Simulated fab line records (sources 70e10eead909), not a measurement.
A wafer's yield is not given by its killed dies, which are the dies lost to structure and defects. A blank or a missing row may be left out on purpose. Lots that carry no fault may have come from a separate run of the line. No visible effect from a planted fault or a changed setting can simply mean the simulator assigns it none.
fab line records	flow nand_harc
record: lots: 7	wafers: 20	last_day: 33
route steps=1302 shown A_CONTACT@1072
lots untouched by any fault: they come from a run of this same line in which no faults occurred
start_h: hours from the record's opening day to when the first of the lot's shown wafers began	wait_h: time in hours since the lot's previous step	" same as the row above	L1.1+2: several wafers, shown together as one row	- no value, or no start was given	* or withheld: withheld	< > ~ a bound
route shown NAME@n: NAME is a module with steps in the file, n the number in the route of the first one	usual: mean/standard deviation of fault-free wafers	same: alike in all rows	chamber/n: place in a boat	sites: each site's reading	_std_site: the values' standard deviation	_edge_site: mean of outer sites minus mean of inner sites	radius_mm: how far each site lies from the wafer's centre	mask NAME#n: copy n	behind: the most recent tool/chamber to have shaped the wafer	hold: reason for holding the lot/hours on hold/outcome of the hold	device: transistor that didn't switch, given as n, p or np	end of line: the tests these same wafers got at the end of their route	a step given without rows: its recipe and nothing more	killed: at the first sort, the dies lost to defects and structure; wafer yield is something else	map: a wafer's dies, x killed, . not, _ none there
set.NAME: setting as actually run; set.NAME@STEP: the setting as run at that earlier step	model.NAME: the simulator's own value behind a step, which no gauge read
a table for each step, a row for each wafer; lots at some steps of the route
services: the hour from which a tool's chamber was out of use, counted from the record's first day as start_h (under 0 if before that day), plus the number of hours and why
== steps ==
step: NHARC_A_CONTACT_COAT_02
recipe: spin_rpm: 1500	resist_thk_nm: 90
step: NHARC_A_CONTACT_SOFTBAKE_03
recipe: temp_c: 105	time_s: 55
step: NHARC_A_CONTACT_EBR_04
step: NHARC_A_CONTACT_EXPOSE_05
recipe: na: 1.35	sigma_outer: 0.8	dose_mj: 84.24	mask_id: A_CC
step: NHARC_A_CONTACT_PEB_06
recipe: peb_temp_c: 100	peb_time_s: 65
step: NHARC_A_CONTACT_DEVELOP_07
recipe: develop_time_s: 35	dev_temp_c: 23
step: NHARC_A_CONTACT_CD_MEAS_08
recipe: target_cd_nm: 200	landing_energy_ev: 500
usual: cd_nm: 199.9/0.53
lot.wafer	tool	chamber	start_h	wait_h	cd_nm
L700.1	cd_sem-02	0	580.26	-	200.1
L700.4	"	0	"	"	200.9
L700.6	"	0	"	"	199.9
L701.1	cd_sem-01	0	586.43	-	199.6
L701.5	"	0	"	"	199.2
L703.1	cd_sem-02	0	601.71	-	200.3
L703.3	"	0	"	"	199.9
L703.5	"	0	"	"	200.0
L707.1	cd_sem-01	0	659.24	-	198.9
L707.5	"	0	"	"	200.4
L707.6	"	0	"	"	200.3
L712.2	cd_sem-01	0	692.36	-	200.1
L712.4	"	0	"	"	199.2
L712.5	"	0	"	"	199.4
L711.1	cd_sem-03	0	692.79	-	200.0
L711.3	"	0	"	"	199.9
L711.5	"	0	"	"	199.3
L717.1	cd_sem-02	0	749.17	-	199.7
L717.2	"	0	"	"	199.5
L717.6	"	0	"	"	199.2
step: NHARC_A_CONTACT_OVL_MEAS_09
usual: overlay_x_nm: -0.1/0.78	overlay_y_nm: 0.0/0.72
lot.wafer	tool	chamber	start_h	wait_h	overlay_x_nm	overlay_y_nm
L700.1	overlay-02	-	580.35	-	0.8	0.2
L700.4	"	-	"	"	0.8	-0.8
L700.6	"	-	"	"	0.9	-0.4
L701.1	overlay-01	-	586.52	-	0.3	-0.7
L701.5	"	-	"	"	0.2	0.0
L703.1	overlay-02	-	601.79	-	-1.4	-0.6
L703.3	"	-	"	"	-1.7	-0.4
L703.5	"	-	"	"	-1.3	-0.3
L707.1	overlay-02	-	659.33	-	0.5	1.2
L707.5	"	-	"	"	0.5	1.3
L707.6	"	-	"	"	0.3	1.1
L712.2	overlay-02	-	692.44	-	-0.9	-1.3
L712.4	"	-	"	"	-1.0	-0.5
L712.5	"	-	"	"	-1.3	-0.9
L711.1	overlay-02	-	692.87	-	1.0	-0.5
L711.3	"	-	"	"	0.5	-0.6
L711.5	"	-	"	"	0.4	-0.8
L717.1	overlay-02	-	749.26	-	-1.2	0.0
L717.2	"	-	"	"	-0.2	-0.3
L717.6	"	-	"	"	-0.2	0.1
step: NHARC_A_CONTACT_INSPECT_10
usual: raw_defect_count: 78/33
lot.wafer	tool	chamber	start_h	wait_h	raw_defect_count
L700.1	defect_inspect-02	-	580.39	0.0	77
L700.4	"	-	"	"	76
L700.6	"	-	"	"	68
L701.1	defect_inspect-02	-	586.56	0.0	55
L701.5	"	-	"	"	73
L703.1	defect_inspect-02	-	601.83	0.0	17
L703.3	"	-	"	"	22
L703.5	"	-	"	"	21
L707.1	defect_inspect-02	-	659.37	0.0	151
L707.5	"	-	"	"	138
L707.6	"	-	"	"	146
L712.2	defect_inspect-02	-	692.48	0.0	68
L712.4	"	-	"	"	57
L712.5	"	-	"	"	56
L711.1	defect_inspect-02	-	692.91	0.0	111
L711.3	"	-	"	"	91
L711.5	"	-	"	"	116
L717.1	defect_inspect-01	-	749.29	0.0	33
L717.2	"	-	"	"	51
L717.6	"	-	"	"	56
step: NHARC_A_CONTACT_DESCUM_13
recipe: time_s: 3	o2_flow_sccm: 200	ar_flow_sccm: 0	bias_power_w: 0	chemistry: O2
usual: chamber_pressure_mTorr: 60.01/0.052	drypump_motor_current_A: 5.7/0.45	oes_product_au: 1.001/0.011	rf_vpp_V: 57.7/0.88	showerhead_plenum_p_Torr: 1.87/0.073	throttle_valve_pct: 11.312/0.0084
lot.wafer	tool	chamber	start_h	wait_h	chamber_pressure_mTorr	drypump_motor_current_A	oes_product_au	rf_hours_counter_h	rf_vpp_V	showerhead_plenum_p_Torr	throttle_valve_pct
L700.4	rie_diel-12	3	580.45	0.1	59.99	5.7	0.970	23	58.0	1.94	11.301
L700.1	"	2	"	"	60.01	6.3	0.998	23	56.1	1.79	11.332
L700.6	"	3	"	"	60.04	5.7	0.978	-	58.1	1.94	11.305
L701.1	rie_diel-12	2	586.64	0.1	59.98	6.3	1.006	24	58.4	1.79	11.314
L701.5	"	0	"	"	60.00	5.2	1.013	-	57.9	1.80	11.286
L703.1	rie_diel-12	3	601.89	0.1	60.07	5.7	0.985	28	57.6	1.94	11.317
L703.3	"	1	"	"	60.02	5.8	1.008	22	59.9	1.83	11.326
L703.5	"	0	"	"	60.01	5.2	1.009	-	58.4	1.80	11.315
L707.1	rie_diel-12	3	659.43	0.1	60.07	5.7	0.994	5	56.8	1.94	11.304
L707.5	"	3	"	"	60.08	5.7	0.987	-	57.6	1.94	11.308
L707.6	"	0	"	"	59.95	5.2	1.017	-	55.8	1.79	11.317
L712.2	rie_diel-03	3	692.55	0.1	60.07	6.0	0.998	24	58.6	1.89	11.310
L712.5	"	2	"	"	60.00	6.2	1.006	-	56.9	1.85	11.317
L712.4	"	1	"	"	60.09	5.1	1.018	-	56.6	1.86	11.314
L711.1	rie_diel-12	1	693.01	0.1	59.99	5.8	0.997	11	57.8	1.83	11.325
L711.3	"	2	"	"	59.95	6.3	1.000	8	56.6	1.79	11.303
L711.5	"	1	"	"	59.91	5.8	0.999	-	57.4	1.83	11.320
L717.1	rie_diel-03	1	749.35	0.1	59.89	5.1	0.999	38	56.3	1.86	11.319
L717.2	"	3	"	"	59.96	6.0	0.991	42	58.2	1.88	11.307
L717.6	"	2	"	"	60.05	6.2	1.017	-	57.6	1.85	11.317
step: NHARC_A_CONTACT_ETCH_88
recipe: target_depth_a: 390	over_etch_frac: 0.3	time_s: 65	ion_energy_ev: 80	cf4_flow_sccm: 150	ar_flow_sccm: 0	rf_w: 300	bias_w: 100	chemistry: CF4
usual: chamber_pressure_mTorr: 50.00/0.044	drypump_motor_current_A: 5.7/0.45	oes_product_au: 1.000/0.011	rf_vpp_V: 150.8/1.1	showerhead_plenum_p_Torr: 1.73/0.064	throttle_valve_pct: 13.283/0.0095
lot.wafer	tool	chamber	start_h	wait_h	chamber_pressure_mTorr	drypump_motor_current_A	oes_product_au	rf_hours_counter_h	rf_vpp_V	showerhead_plenum_p_Torr	throttle_valve_pct
L700.4	rie_diel-12	2	580.53	0.1	49.98	6.4	1.014	23	149.8	1.67	13.293
L700.1	"	0	"	"	50.01	5.2	1.013	21	149.2	1.67	13.272
L700.6	"	2	"	"	49.91	6.3	1.008	-	149.5	1.67	13.287
L701.1	rie_diel-12	1	586.71	0.1	49.99	5.9	0.998	18	150.5	1.70	13.289
L701.5	"	3	"	"	49.96	5.7	0.980	-	149.2	1.79	13.286
L703.3	rie_diel-12	0	601.98	0.1	49.96	5.2	1.010	27	149.6	1.67	13.276
L703.1	"	2	"	"	50.00	6.3	1.013	28	149.9	1.67	13.274
L703.5	"	0	"	"	49.95	5.2	1.005	-	149.9	1.67	13.277
L707.1	rie_diel-12	1	659.52	0.1	49.98	5.8	1.002	6	150.0	1.70	13.277
L707.5	"	3	"	"	49.96	5.7	0.992	-	153.0	1.79	13.294
L707.6	"	0	"	"	50.07	5.2	1.010	-	149.3	1.66	13.281
L712.2	rie_diel-03	3	692.65	0.1	50.03	6.0	1.004	24	151.6	1.75	13.269
L712.4	"	2	"	"	49.96	6.2	1.002	-	151.3	1.72	13.293
L712.5	"	3	"	"	50.04	6.0	0.996	-	152.2	1.75	13.258
L711.3	rie_diel-12	0	693.11	0.1	49.95	5.2	1.015	11	149.4	1.66	13.298
L711.1	"	2	"	"	50.01	6.3	1.002	8	151.8	1.66	13.273
L711.5	"	0	"	"	50.03	5.2	1.008	-	148.9	1.66	13.274
L717.1	rie_diel-03	2	749.44	0.1	49.97	6.2	1.016	38	150.4	1.71	13.289
L717.2	"	3	"	"	49.87	6.0	0.990	42	150.1	1.74	13.281
L717.6	"	3	"	"	50.07	6.0	0.993	-	150.1	1.74	13.280
step: NHARC_A_CONTACT_ETCH_89
recipe: target_depth_a: 2600	over_etch_frac: 0.3	time_s: 475.3	ion_energy_ev: 200	n2_flow_sccm: 150	h2_flow_sccm: 150	ar_flow_sccm: 0	rf_w: 400	bias_w: 150	chemistry: N2/H2
usual: chamber_pressure_mTorr: 30.003/0.028	drypump_motor_current_A: 5.8/0.45	oes_product_au: 1.000/0.011	rf_vpp_V: 429.1/2.4	showerhead_plenum_p_Torr: 1.99/0.085	throttle_valve_pct: 14.170/0.0092
lot.wafer	tool	chamber	start_h	wait_h	chamber_pressure_mTorr	drypump_motor_current_A	oes_product_au	rf_hours_counter_h	rf_vpp_V	showerhead_plenum_p_Torr	throttle_valve_pct
L700.1	rie_diel-12	3	-	-	29.974	5.7	0.985	23	430.0	2.07	14.169
L700.4	"	0	"	"	30.024	5.2	1.002	22	427.9	1.91	14.161
L700.6	"	1	"	"	29.969	5.8	1.007	-	428.9	1.95	14.154
L701.1	rie_diel-12	3	-	-	30.002	5.7	0.983	25	431.1	2.07	14.180
L701.5	"	0	"	"	29.985	5.2	1.002	-	426.3	1.91	14.180
L703.1	rie_diel-12	2	-	-	29.980	6.3	1.013	29	425.7	1.91	14.167
L703.3	"	3	"	"	29.965	5.7	0.994	28	431.8	2.07	14.172
L703.5	"	1	"	"	30.021	5.8	1.011	-	428.8	1.95	14.179
L707.1	rie_diel-12	2	-	-	29.994	6.4	1.008	5	427.5	1.91	14.180
L707.5	"	1	"	"	29.967	5.8	1.007	-	428.2	1.95	14.170
L707.6	"	2	"	"	30.030	6.4	0.993	-	426.9	1.91	14.170
L712.2	rie_diel-03	3	-	-	29.968	6.0	0.991	24	430.2	2.01	14.173
L712.5	"	3	"	"	29.954	6.0	0.993	-	429.5	2.01	14.158
L712.4	"	1	"	"	29.978	5.1	1.010	-	427.4	1.98	14.180
L711.1	rie_diel-12	1	-	-	29.976	5.8	1.005	11	427.9	1.95	14.178
L711.3	"	2	"	"	29.962	6.3	0.997	9	427.4	1.90	14.169
L711.5	"	3	"	"	30.014	5.7	1.000	-	430.2	2.06	14.168
L717.1	rie_diel-03	3	-	-	30.023	6.0	0.990	42	430.8	2.01	14.181
L717.2	"	0	"	"	30.011	6.4	1.002	23	435.1	2.21	14.168
L717.6	"	3	"	"	30.014	6.0	1.000	-	430.1	2.01	14.187
step: NHARC_A_CONTACT_ETCH_30
recipe: target_depth_a: 726	time_s: 36.3	cf4_flow_sccm: 100	chf3_flow_sccm: 30	ar_flow_sccm: 0	rf_w: 500	bias_w: 200	chemistry: CF4/CHF3
usual: chamber_pressure_mTorr: 24.998/0.024	drypump_motor_current_A: 5.8/0.44	oes_product_au: 0.933/0.018	rf_vpp_V: 369.3/2.3	showerhead_plenum_p_Torr: 1.54/0.056	throttle_valve_pct: 16.802/0.0085
lot.wafer	tool	chamber	start_h	wait_h	chamber_pressure_mTorr	drypump_motor_current_A	oes_product_au	rf_hours_counter_h	rf_vpp_V	showerhead_plenum_p_Torr	throttle_valve_pct
L700.1	rie_diel-12	0	580.98	-	24.973	5.1	0.927	22	368.4	1.48	16.800
L700.4	"	1	"	"	25.009	5.8	0.821	17	369.5	1.51	16.801
L700.6	"	2	"	"	25.025	6.3	0.925	-	367.6	1.48	16.816
L701.1	rie_diel-12	0	587.15	-	25.000	5.2	0.934	24	367.4	1.48	16.803
L701.5	"	1	"	"	25.042	5.8	0.822	-	368.0	1.51	16.813
L703.1	rie_diel-12	1	602.42	-	24.994	5.8	0.928	22	369.3	1.51	16.796
L703.3	"	2	"	"	25.004	6.3	0.935	29	367.5	1.48	16.805
L703.5	"	3	"	"	24.981	5.7	0.813	-	374.2	1.59	16.782
L707.1	rie_diel-12	1	659.96	-	24.977	5.8	0.919	6	367.6	1.51	16.798
L707.6	"	0	"	"	25.031	5.2	0.936	-	367.4	1.48	16.791
L707.5	"	1	"	"	24.959	5.8	0.917	-	368.1	1.51	16.805
L712.2	rie_diel-03	3	693.16	-	25.044	6.0	0.926	24	368.4	1.56	16.791
L712.4	"	3	"	"	25.019	6.0	0.910	-	370.2	1.56	16.805
L712.5	"	2	"	"	24.989	6.2	0.931	-	368.4	1.53	16.799
L711.1	rie_diel-12	2	694.45	-	24.991	6.3	0.915	10	367.9	1.48	16.793
L711.3	"	3	"	"	25.036	5.7	0.926	11	371.6	1.59	16.800
L711.5	"	1	"	"	24.981	5.8	0.921	-	369.1	1.51	16.802
L717.2	rie_diel-03	2	749.94	-	25.033	6.2	0.937	38	369.2	1.52	16.806
L717.1	"	0	"	"	25.002	6.4	0.926	23	374.7	1.69	16.810
L717.6	"	1	"	"	24.980	5.1	0.926	-	369.2	1.53	16.796
step: NHARC_A_CONTACT_ETCH_31
recipe: target_depth_a: 28000	over_etch_frac: 0.3	time_s: 728	ion_energy_ev: 150	o2_flow_sccm: 400	cos_flow_sccm: 20	ar_flow_sccm: 0	rf_w: 500	bias_w: 300	chemistry: O2/COS
usual: chamber_pressure_mTorr: 20.000/0.017	drypump_motor_current_A: 5.8/0.44	oes_product_au: 1.000/0.011	rf_vpp_V: 313.0/1.9	showerhead_plenum_p_Torr: 3.05/0.11	throttle_valve_pct: 28.329/0.0085
lot.wafer	tool	chamber	start_h	wait_h	chamber_pressure_mTorr	drypump_motor_current_A	oes_product_au	rf_hours_counter_h	rf_vpp_V	showerhead_plenum_p_Torr	throttle_valve_pct
L700.4	rie_diel-12	0	-	-	20.002	5.2	1.009	22	312.0	2.94	28.320
L700.1	"	3	"	"	19.982	5.7	0.984	23	314.9	3.17	28.334
L700.6	"	1	"	"	20.000	5.8	1.003	-	311.9	3.00	28.340
L701.1	rie_diel-12	1	-	-	19.982	5.8	1.008	18	311.4	3.00	28.334
L701.5	"	2	"	"	20.002	6.4	1.014	-	311.9	2.94	28.335
L703.3	rie_diel-12	0	-	-	19.989	5.2	1.006	27	311.0	2.94	28.328
L703.1	"	1	"	"	19.992	5.8	0.989	22	312.3	3.00	28.322
L703.5	"	0	"	"	19.973	5.2	0.994	-	311.8	2.94	28.327
L707.1	rie_diel-12	3	-	-	20.015	5.7	0.991	6	314.7	3.16	28.322
L707.5	"	2	"	"	19.979	6.4	1.013	-	310.7	2.93	28.327
L707.6	"	3	"	"	19.988	5.7	0.985	-	315.1	3.16	28.333
L712.2	rie_diel-03	3	-	-	20.009	6.0	1.008	24	313.5	3.09	28.327
L712.4	"	1	"	"	19.988	5.1	1.024	-	312.8	3.04	28.335
L712.5	"	2	"	"	19.990	6.2	1.002	-	311.9	3.03	28.322
L711.1	rie_diel-12	3	-	-	19.987	5.7	0.995	11	314.5	3.16	28.335
L711.3	"	0	"	"	20.009	5.2	1.001	12	312.6	2.93	28.323
L711.5	"	2	"	"	20.006	6.4	0.994	-	310.6	2.93	28.339
L717.2	rie_diel-03	3	-	-	19.972	6.0	0.998	42	313.7	3.08	28.327
L717.1	"	0	"	"	19.973	6.4	0.997	24	318.9	3.36	28.323
L717.6	"	3	"	"	19.995	6.0	0.991	-	313.0	3.08	28.329
== services ==
tool	chamber	start_h	hours	kind
rie_diel-03	2	570.41	4.8	repair
rie_diel-12	0	576.96	-	clean
rie_diel-12	1	576.96	-	clean
rie_diel-12	2	576.96	-	clean
rie_diel-12	3	576.96	-	clean
rie_diel-12	0	601.87	-	clean
rie_diel-12	1	601.87	-	clean
rie_diel-12	2	601.87	-	clean
rie_diel-12	3	601.87	-	clean
rie_diel-12	-	622.40	9.0	pm
rie_diel-12	0	622.40	9.0	vent_cycle
rie_diel-12	1	622.40	9.0	vent_cycle
rie_diel-12	2	622.40	9.0	vent_cycle
rie_diel-12	3	622.40	9.0	vent_cycle
rie_diel-12	0	631.40	-	clean
rie_diel-12	1	631.40	-	clean
rie_diel-12	2	631.40	-	clean
rie_diel-12	3	631.40	-	clean
rie_diel-03	-	635.53	9.0	pm
rie_diel-12	0	656.09	-	clean
rie_diel-12	1	656.09	-	clean
rie_diel-12	2	656.09	-	clean
rie_diel-03	0	663.50	44.1	repair
rie_diel-12	2	715.95	3.5	repair
== key ==
first_sign: step: NHARC_A_CONTACT_ETCH_30	reading: oes_product_au	direction: down	sigmas: 6.3	usual: 0.933	struck: 0.819
effect none on later readings
met_at NHARC_A_CONTACT_ETCH_30
struck_wafers L700.4,L701.5,L703.5
sort_left_out L700.4,L701.5,L703.5
tester_left_out L700,L701,L703
fault: kind: process_parameter_drift	tool: rie_diel-12	chamber: -	onset_h: 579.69	steps: NHARC_A_CONTACT_ETCH_30	channel: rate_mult	offset: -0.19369	shape: step	end_h: 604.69	scope: struck_wafers_only
tester_left_out: of these lots the tester's yield and bins aren't shown, on N5 and GAA mostly nor the transistor test; their killed dies are dies lost to structure and defects alone, not to doping, threshold or leakage, so they don't give the yield
sort_left_out: the simulated sort isn't trusted on such a fault, so these wafers' sort isn't shown, and their yield isn't known
